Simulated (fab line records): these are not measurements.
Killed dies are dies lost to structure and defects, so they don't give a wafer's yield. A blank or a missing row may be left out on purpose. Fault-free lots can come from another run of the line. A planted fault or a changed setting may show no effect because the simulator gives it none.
Chamber matching -- flow n5Finfet -- N5_FIN_CUT_CUT_ETCH_15 on rieSi-02 has 4 sister chambers
The step etches Si in HBr/Cl2/O2, target depth 100 nm, bt time 10 s, time 42.4 s. 18 wafers are shown with their chamber, then 9 later ones without.

== WAFERS, EACH WITH ITS CHAMBER ==
wafer,chamber,throttleValvePct (%),oesProductAu (a.u.)
L075.1,2,37.23,1.009
L075.2,3,37.32,0.961
L075.4,1,37.45,0.996
L079.1,2,37.22,1.011
L079.2,0,36.79,0.996
L079.4,3,37.33,0.967
L082.1,3,37.34,0.967
L082.4,2,37.23,1.009
L082.6,2,37.23,1.005
L084.1,1,37.46,0.999
L084.2,3,37.34,0.961
L084.3,0,36.78,1.004
L085.2,1,37.44,0.992
L085.3,3,37.36,0.966
L085.6,1,37.44,0.991
L086.3,0,36.79,0.997
L086.4,3,37.35,0.958
L086.6,1,37.44,0.997

SIGNATURES, as means of the wafers listed above
reading,chamber 0,chamber 1,chamber 2,chamber 3,scatter within a chamber
throttleValvePct,36.7867,37.4460,37.2275,37.3400,0.0102
oesProductAu,0.99900,0.99500,1.00850,0.96333,0.00355
Rule: a wafer lies at a distance from a chamber equal to the root of the sum of squares, over the readings, of (its reading less the chamber's mean, divided by the reading's scatter). The wafer belongs to the nearest chamber; if the next one is less than 2 further off, it can't be placed. The scatter: take each reading less its chamber's mean, square it, sum over the shown wafers, divide by the number of wafers less the number of chambers, and take the root.

== WAFERS WITH NO CHAMBER GIVEN ==
wafer,throttleValvePct (%),oesProductAu (a.u.)
L087.1,37.24,1.015
L087.2,37.34,0.967
L087.5,37.44,0.990
L091.1,37.44,0.995
L091.4,37.33,0.965
L091.5,37.45,1.000
L096.1,37.44,0.997
L096.4,37.34,0.969
L096.5,37.24,1.007

== THE CHAMBER EACH PASSED THROUGH ==
wafer,from the rows above,in truth
L087.1,2,2
L087.2,3,3
L087.5,1,1
L091.1,1,1
L091.4,3,3
L091.5,1,1
L096.1,1,1
L096.4,3,3
L096.5,2,2
9 of 9 placed correctly. Number that these rows cannot place: 0. 0 placed wrongly.
